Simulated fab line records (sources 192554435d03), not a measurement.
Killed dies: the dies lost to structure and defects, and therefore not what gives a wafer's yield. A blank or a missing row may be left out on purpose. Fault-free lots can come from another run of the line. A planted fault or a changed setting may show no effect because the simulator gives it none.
Which tool was responsible? || flow n5_finfet || 10 lots with 30 wafers sampled at 6 steps, on a route of 1938 steps

## WHAT THE GAUGES READ, wafer by wafer
N5_BEOL_M4_RC_MEAS_101. Usual: DIBL_N 36.0 mV/V, standard deviation 1.7; DIBL_P 35.8 mV/V, standard deviation 2; IOFF_N 0.15 nA/um, standard deviation 0.03; IOFF_P 0.20 nA/um, standard deviation 0.037; ION_N 670 uA/um, standard deviation 12; ION_P 460 uA/um, standard deviation 7.2; SS_N 71.5 mV/dec, standard deviation 0.68; SS_P 73.2 mV/dec, standard deviation 0.65; VT_N 250 mV, standard deviation 3.1; VT_P -251 mV, standard deviation 3.4.
{"lot": "L906", "measured": "day 8 07:37", "on": "prober-01", "DIBL_N (mV/V)": "36.4 34.2 34.7", "DIBL_P (mV/V)": "35.4 31.6 32.5", "IOFF_N (nA/um)": "0.16 0.11 0.13", "IOFF_P (nA/um)": "0.20 0.16 0.16", "ION_N (uA/um)": "664 655 662", "ION_P (uA/um)": "456 455 454", "SS_N (mV/dec)": "71.6 70.5 71.2", "SS_P (mV/dec)": "73.0 72.0 72.5", "VT_N (mV)": "250 256 253", "VT_P (mV)": "-251 -256 -257", "flag": ""}
{"lot": "L905", "measured": "day 8 10:06", "on": "prober-01", "DIBL_N (mV/V)": "36.0 37.1 36.7", "DIBL_P (mV/V)": "37.1 37.0 36.6", "IOFF_N (nA/um)": "0.17 0.18 0.18", "IOFF_P (nA/um)": "0.24 0.23 0.23", "ION_N (uA/um)": "684 682 669", "ION_P (uA/um)": "471 464 467", "SS_N (mV/dec)": "71.4 71.3 71.6", "SS_P (mV/dec)": "73.4 73.3 73.3", "VT_N (mV)": "249 248 249", "VT_P (mV)": "-247 -248 -247", "flag": ""}
{"lot": "L912", "measured": "day 9 17:07", "on": "prober-01", "DIBL_N (mV/V)": "35.7 35.9 37.4", "DIBL_P (mV/V)": "36.3 36.5 38.2", "IOFF_N (nA/um)": "0.16 0.15 0.19", "IOFF_P (nA/um)": "0.19 0.20 0.23", "ION_N (uA/um)": "681 674 689", "ION_P (uA/um)": "459 467 471", "SS_N (mV/dec)": "71.7 72.2 73.0", "SS_P (mV/dec)": "72.8 74.3 73.7", "VT_N (mV)": "247 252 248", "VT_P (mV)": "-252 -252 -251", "flag": ""}
{"lot": "L913", "measured": "day 10 03:45", "on": "prober-01", "DIBL_N (mV/V)": "37.8 40.1 37.4", "DIBL_P (mV/V)": "37.9 41.5 36.9", "IOFF_N (nA/um)": "0.17 0.24 0.17", "IOFF_P (nA/um)": "0.24 0.30 0.21", "ION_N (uA/um)": "666 692 683", "ION_P (uA/um)": "464 474 464", "SS_N (mV/dec)": "72.3 72.6 72.0", "SS_P (mV/dec)": "73.3 74.2 73.6", "VT_N (mV)": "249 244 252", "VT_P (mV)": "-248 -246 -249", "flag": ""}
{"lot": "L915", "measured": "day 10 21:30", "on": "prober-01", "DIBL_N (mV/V)": "37.7 36.0 34.8", "DIBL_P (mV/V)": "38.1 35.1 33.7", "IOFF_N (nA/um)": "0.19 0.15 0.13", "IOFF_P (nA/um)": "0.27 0.21 0.18", "ION_N (uA/um)": "687 656 678", "ION_P (uA/um)": "477 455 462", "SS_N (mV/dec)": "71.5 71.8 71.3", "SS_P (mV/dec)": "73.5 72.4 73.1", "VT_N (mV)": "248 249 251", "VT_P (mV)": "-244 -249 -249", "flag": ""}
{"lot": "L917", "measured": "day 10 21:58", "on": "prober-02", "DIBL_N (mV/V)": "34.8 37.0 32.8", "DIBL_P (mV/V)": "35.7 37.5 32.3", "IOFF_N (nA/um)": "0.13 0.16 0.10", "IOFF_P (nA/um)": "0.19 0.21 0.14", "ION_N (uA/um)": "672 676 658", "ION_P (uA/um)": "462 459 451", "SS_N (mV/dec)": "71.4 72.0 71.4", "SS_P (mV/dec)": "73.5 73.7 71.9", "VT_N (mV)": "251 249 255", "VT_P (mV)": "-250 -248 -255", "flag": ""}
{"lot": "L918", "measured": "day 11 15:01", "on": "prober-01", "DIBL_N (mV/V)": "36.2 35.2 35.0", "DIBL_P (mV/V)": "35.7 35.6 34.7", "IOFF_N (nA/um)": "0.14 0.14 0.12", "IOFF_P (nA/um)": "0.19 0.20 0.18", "ION_N (uA/um)": "658 684 655", "ION_P (uA/um)": "453 470 460", "SS_N (mV/dec)": "71.2 71.1 70.1", "SS_P (mV/dec)": "72.7 73.4 72.7", "VT_N (mV)": "252 250 254", "VT_P (mV)": "-252 -250 -251", "flag": ""}
{"lot": "L926", "measured": "day 13 10:17", "on": "prober-01", "DIBL_N (mV/V)": "37.4 35.4 34.9", "DIBL_P (mV/V)": "37.8 36.2 35.6", "IOFF_N (nA/um)": "0.17 0.14 0.13", "IOFF_P (nA/um)": "0.21 0.18 0.17", "ION_N (uA/um)": "682 659 657", "ION_P (uA/um)": "463 457 461", "SS_N (mV/dec)": "72.0 71.1 71.0", "SS_P (mV/dec)": "74.5 73.8 73.4", "VT_N (mV)": "251 254 253", "VT_P (mV)": "-251 -253 -256", "flag": ""}
{"lot": "L927", "measured": "day 13 17:25", "on": "prober-02", "DIBL_N (mV/V)": "34.7 35.7 37.3", "DIBL_P (mV/V)": "33.1 35.3 35.7", "IOFF_N (nA/um)": "0.14 0.15 0.17", "IOFF_P (nA/um)": "0.17 0.20 0.21", "ION_N (uA/um)": "671 684 665", "ION_P (uA/um)": "462 465 457", "SS_N (mV/dec)": "71.1 70.8 71.3", "SS_P (mV/dec)": "72.5 73.3 72.6", "VT_N (mV)": "248 247 248", "VT_P (mV)": "-253 -252 -250", "flag": ""}
{"lot": "L928", "measured": "day 14 05:07", "on": "prober-02", "DIBL_N (mV/V)": "36.1 32.9 36.1", "DIBL_P (mV/V)": "37.4 33.9 37.3", "IOFF_N (nA/um)": "0.16 0.12 0.16", "IOFF_P (nA/um)": "0.21 0.17 0.20", "ION_N (uA/um)": "685 672 681", "ION_P (uA/um)": "467 457 460", "SS_N (mV/dec)": "71.8 70.4 71.1", "SS_P (mV/dec)": "73.0 72.3 73.9", "VT_N (mV)": "251 252 249", "VT_P (mV)": "-252 -252 -253", "flag": ""}

N5_BEOL_M10_OCD_MEAS_38. Usual: 149.5 nm for trench_depth_nm, sd 1.9.
{"lot": "L906", "measured": "day 10 21:19", "on": "ocd-01", "trench_depth_nm (nm)": "152.5 148.6 151.7", "flag": ""}
{"lot": "L905", "measured": "day 10 20:52", "on": "ocd-01", "trench_depth_nm (nm)": "148.3 143.6 150.7", "flag": ""}
{"lot": "L912", "measured": "day 11 21:49", "on": "ocd-02", "trench_depth_nm (nm)": "150.0 149.6 151.1", "flag": ""}
{"lot": "L913", "measured": "day 12 07:32", "on": "ocd-02", "trench_depth_nm (nm)": "149.1 148.6 148.8", "flag": ""}
{"lot": "L915", "measured": "day 12 19:26", "on": "ocd-02", "trench_depth_nm (nm)": "152.1 150.7 148.7", "flag": ""}
{"lot": "L917", "measured": "day 12 21:35", "on": "ocd-02", "trench_depth_nm (nm)": "149.2 150.0 151.3", "flag": ""}
{"lot": "L918", "measured": "day 13 18:11", "on": "ocd-01", "trench_depth_nm (nm)": "145.6 152.3 151.4", "flag": ""}
{"lot": "L926", "measured": "day 15 13:17", "on": "ocd-01", "trench_depth_nm (nm)": "148.0 149.4 145.8", "flag": ""}
{"lot": "L927", "measured": "day 16 03:17", "on": "ocd-01", "trench_depth_nm (nm)": "145.8 149.5 148.7", "flag": ""}
{"lot": "L928", "measured": "day 16 12:49", "on": "ocd-01", "trench_depth_nm (nm)": "150.5 147.2 148.6", "flag": ""}

N5_BEOL_M10_THK_MEAS_53: measures by xrf. Usual: for M10_THK the level is 139.5 nm and the standard deviation is 2.3.
{"lot": "L906", "measured": "day 11 00:44", "on": "film_metro-02", "M10_THK (nm)": "143.0 137.8 141.4", "flag": ""}
{"lot": "L905", "measured": "day 11 00:02", "on": "film_metro-01", "M10_THK (nm)": "137.6 131.5 140.6", "flag": ""}
{"lot": "L912", "measured": "day 12 00:25", "on": "film_metro-02", "M10_THK (nm)": "140.0 140.0 140.5", "flag": ""}
{"lot": "L913", "measured": "day 12 12:16", "on": "film_metro-01", "M10_THK (nm)": "139.5 138.5 139.9", "flag": ""}
{"lot": "L915", "measured": "day 12 22:06", "on": "film_metro-02", "M10_THK (nm)": "142.4 140.2 138.1", "flag": ""}
{"lot": "L917", "measured": "day 12 23:49", "on": "film_metro-02", "M10_THK (nm)": "138.3 139.2 141.3", "flag": ""}
{"lot": "L918", "measured": "day 13 21:04", "on": "film_metro-02", "M10_THK (nm)": "135.4 141.4 142.2", "flag": ""}
{"lot": "L926", "measured": "day 15 18:22", "on": "film_metro-02", "M10_THK (nm)": "138.7 140.3 137.2", "flag": ""}
{"lot": "L927", "measured": "day 16 05:20", "on": "film_metro-01", "M10_THK (nm)": "134.3 140.0 139.2", "flag": ""}
{"lot": "L928", "measured": "day 16 14:58", "on": "film_metro-01", "M10_THK (nm)": "139.1 137.4 138.0", "flag": ""}

N5_BEOL_M11_THK_MEAS_01. Usual: for M11_ILD_THK the level is 268 nm and the standard deviation is 3.6.
{"lot": "L906", "measured": "day 11 01:34", "on": "film_metro-01", "M11_ILD_THK (nm)": "264 270 272", "flag": ""}
{"lot": "L905", "measured": "day 11 00:50", "on": "film_metro-01", "M11_ILD_THK (nm)": "263 265 262", "flag": ""}
{"lot": "L912", "measured": "day 12 01:13", "on": "film_metro-01", "M11_ILD_THK (nm)": "268 264 273", "flag": ""}
{"lot": "L913", "measured": "day 12 13:05", "on": "film_metro-01", "M11_ILD_THK (nm)": "266 270 270", "flag": ""}
{"lot": "L915", "measured": "day 12 23:02", "on": "film_metro-02", "M11_ILD_THK (nm)": "263 261 266", "flag": ""}
{"lot": "L917", "measured": "day 13 00:36", "on": "film_metro-02", "M11_ILD_THK (nm)": "449 261 272", "flag": "OFF"}
{"lot": "L918", "measured": "day 13 22:20", "on": "film_metro-02", "M11_ILD_THK (nm)": "445 265 271", "flag": "OFF"}
{"lot": "L926", "measured": "day 15 19:38", "on": "film_metro-02", "M11_ILD_THK (nm)": "265 267 271", "flag": ""}
{"lot": "L927", "measured": "day 16 06:07", "on": "film_metro-01", "M11_ILD_THK (nm)": "273 273 271", "flag": ""}
{"lot": "L928", "measured": "day 16 15:47", "on": "film_metro-01", "M11_ILD_THK (nm)": "269 266 271", "flag": ""}

## WHICH TOOL RAN EACH LOT (tool, then ch and the chambers of the sampled wafers, then the start)
{"lot": "L906", "N5_BEOL_M11_ILD_DEP_00": "pecvd-04 ch 0,1,2, day 11 00:58", "N5_BEOL_M11_CURE_71": "uv_cure-01 ch 0, day 11 01:07"}
{"lot": "L905", "N5_BEOL_M11_ILD_DEP_00": "pecvd-01 ch 0,1,2, day 11 00:14", "N5_BEOL_M11_CURE_71": "uv_cure-03 ch 2, day 11 00:19"}
{"lot": "L912", "N5_BEOL_M11_ILD_DEP_00": "pecvd-04 ch 0,2, day 12 00:37", "N5_BEOL_M11_CURE_71": "uv_cure-02 ch 2, day 12 00:47"}
{"lot": "L913", "N5_BEOL_M11_ILD_DEP_00": "pecvd-04 ch 0,2, day 12 12:28", "N5_BEOL_M11_CURE_71": "uv_cure-02 ch 1, day 12 12:33"}
{"lot": "L915", "N5_BEOL_M11_ILD_DEP_00": "pecvd-01 ch 0,2, day 12 22:18", "N5_BEOL_M11_CURE_71": "uv_cure-03 ch 0, day 12 22:31"}
{"lot": "L917", "N5_BEOL_M11_ILD_DEP_00": "pecvd-01 ch 0,1,2, day 13 00:01", "N5_BEOL_M11_CURE_71": "uv_cure-03 ch 2, day 13 00:05"}
{"lot": "L918", "N5_BEOL_M11_ILD_DEP_00": "pecvd-01 ch 0,1,2, day 13 21:16", "N5_BEOL_M11_CURE_71": "uv_cure-01 ch 1, day 13 21:20"}
{"lot": "L926", "N5_BEOL_M11_ILD_DEP_00": "pecvd-02 ch 0,2, day 15 18:34", "N5_BEOL_M11_CURE_71": "uv_cure-01 ch 0, day 15 18:58"}
{"lot": "L927", "N5_BEOL_M11_ILD_DEP_00": "pecvd-02 ch 1,2, day 16 05:32", "N5_BEOL_M11_CURE_71": "uv_cure-02 ch 2, day 16 05:46"}
{"lot": "L928", "N5_BEOL_M11_ILD_DEP_00": "pecvd-02 ch 0,2, day 16 15:12", "N5_BEOL_M11_CURE_71": "uv_cure-03 ch 2, day 16 15:17"}
- N5_BEOL_M11_ILD_DEP_00: deposits SiCOH lowk from DEMS/porogen, target thk 308.51 nm, time 58 s.
- N5_BEOL_M11_CURE_71: cures SiCOH lowk, time 240 s.

## AS READ BY THE TOOLS THEMSELVES (means over the sampled wafers that have a number; for cases with no such wafer, the mark the record gives instead)
N5_BEOL_M11_ILD_DEP_00. Usual: heater_power_w 312 W, standard deviation 44; run_length_s 100.8 s, standard deviation 0.4; showerhead_plenum_p_Torr 5.733 Torr, standard deviation 0.014; throttle_valve_pct 13.7 %, standard deviation 0.75.
{"lot": "L906", "tool": "pecvd-04", "heater_power_w (W)": 311, "run_length_s (s)": 100.6, "showerhead_plenum_p_Torr (Torr)": 5.735, "throttle_valve_pct (%)": 13.8, "flag": ""}
{"lot": "L905", "tool": "pecvd-01", "heater_power_w (W)": 293, "run_length_s (s)": 100.9, "showerhead_plenum_p_Torr (Torr)": 5.719, "throttle_valve_pct (%)": 13.7, "flag": ""}
{"lot": "L912", "tool": "pecvd-04", "heater_power_w (W)": 314, "run_length_s (s)": 100.7, "showerhead_plenum_p_Torr (Torr)": 5.729, "throttle_valve_pct (%)": 14.3, "flag": ""}
{"lot": "L913", "tool": "pecvd-04", "heater_power_w (W)": 308, "run_length_s (s)": 100.8, "showerhead_plenum_p_Torr (Torr)": 5.730, "throttle_valve_pct (%)": 14.4, "flag": ""}
{"lot": "L915", "tool": "pecvd-01", "heater_power_w (W)": 290, "run_length_s (s)": 100.5, "showerhead_plenum_p_Torr (Torr)": 5.724, "throttle_valve_pct (%)": 13.5, "flag": ""}
{"lot": "L917", "tool": "pecvd-01", "heater_power_w (W)": 297, "run_length_s (s)": 114.1, "showerhead_plenum_p_Torr (Torr)": 5.715, "throttle_valve_pct (%)": 13.7, "flag": "OFF"}
{"lot": "L918", "tool": "pecvd-01", "heater_power_w (W)": 306, "run_length_s (s)": 113.8, "showerhead_plenum_p_Torr (Torr)": 5.716, "throttle_valve_pct (%)": 13.7, "flag": "OFF"}
{"lot": "L926", "tool": "pecvd-02", "heater_power_w (W)": 293, "run_length_s (s)": 100.8, "showerhead_plenum_p_Torr (Torr)": 5.743, "throttle_valve_pct (%)": 13.8, "flag": ""}
{"lot": "L927", "tool": "pecvd-02", "heater_power_w (W)": 291, "run_length_s (s)": 100.9, "showerhead_plenum_p_Torr (Torr)": 5.739, "throttle_valve_pct (%)": 13.0, "flag": ""}
{"lot": "L928", "tool": "pecvd-02", "heater_power_w (W)": 277, "run_length_s (s)": 100.7, "showerhead_plenum_p_Torr (Torr)": 5.742, "throttle_valve_pct (%)": 13.2, "flag": ""}

N5_BEOL_M11_CURE_71. Usual: lamp_power_pct 52.32 %, standard deviation 0.052; wafer_temp_C_max 387.1, standard deviation 0.73.
{"lot": "L906", "tool": "uv_cure-01", "lamp_power_pct (%)": 52.28, "wafer_temp_C_max": 387.2, "flag": ""}
{"lot": "L905", "tool": "uv_cure-03", "lamp_power_pct (%)": 52.34, "wafer_temp_C_max": 386.8, "flag": ""}
{"lot": "L912", "tool": "uv_cure-02", "lamp_power_pct (%)": 52.34, "wafer_temp_C_max": 386.9, "flag": ""}
{"lot": "L913", "tool": "uv_cure-02", "lamp_power_pct (%)": 52.32, "wafer_temp_C_max": 386.3, "flag": ""}
{"lot": "L915", "tool": "uv_cure-03", "lamp_power_pct (%)": 52.35, "wafer_temp_C_max": 387.8, "flag": ""}
{"lot": "L917", "tool": "uv_cure-03", "lamp_power_pct (%)": 52.32, "wafer_temp_C_max": 387.0, "flag": ""}
{"lot": "L918", "tool": "uv_cure-01", "lamp_power_pct (%)": 52.32, "wafer_temp_C_max": 388.0, "flag": ""}
{"lot": "L926", "tool": "uv_cure-01", "lamp_power_pct (%)": 52.33, "wafer_temp_C_max": 387.1, "flag": ""}
{"lot": "L927", "tool": "uv_cure-02", "lamp_power_pct (%)": 52.38, "wafer_temp_C_max": 387.1, "flag": ""}
{"lot": "L928", "tool": "uv_cure-03", "lamp_power_pct (%)": 52.32, "wafer_temp_C_max": 387.3, "flag": ""}

## THE ANSWER, worked out from the rows above alone
Rule: lot off if the mean of its wafers having a number is beyond 3 standard deviations from the usual mean. Also off: a lot with no number at a reading for which 4 or more lots have one. Where the step has rows for the other lots, those lots are counted as sound. The gauges are gone through in route order, then the tools' own readings, and for those a lot's mean is taken as printed above. The first step at which some lot is off is used, and at that step the reading that is off furthest; a lot without a number counts as furthest.
Off: at N5_BEOL_M11_THK_MEAS_01 (M11_ILD_THK), L917, L918.
A tool fits if, at a process step before that reading, it ran every lot that is off, and no sound lot after the first of them. The gauges at N5_BEOL_M11_THK_MEAS_01 aren't tried: what is off there is off at N5_BEOL_M11_ILD_DEP_00 too, on other tools, and a gauge's error can't cause that. One candidate fits, namely pecvd-01 at N5_BEOL_M11_ILD_DEP_00. A fault onset in the window from L915 (day 12 22:18, its last sound lot) to L917 (day 13 00:01, its first lot off) fits.
On the lots that are off, the tool's own readings at N5_BEOL_M11_ILD_DEP_00 differ by more than 5 times the standard deviation of the sound lots' means, which bears it out; run_length_s reads 113.9 s there versus 100.7 s on the sound lots.

## WHAT THE SIMULATOR HAD INSERTED
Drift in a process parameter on pecvd-01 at N5_BEOL_M11_ILD_DEP_00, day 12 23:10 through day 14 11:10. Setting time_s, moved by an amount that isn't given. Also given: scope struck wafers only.
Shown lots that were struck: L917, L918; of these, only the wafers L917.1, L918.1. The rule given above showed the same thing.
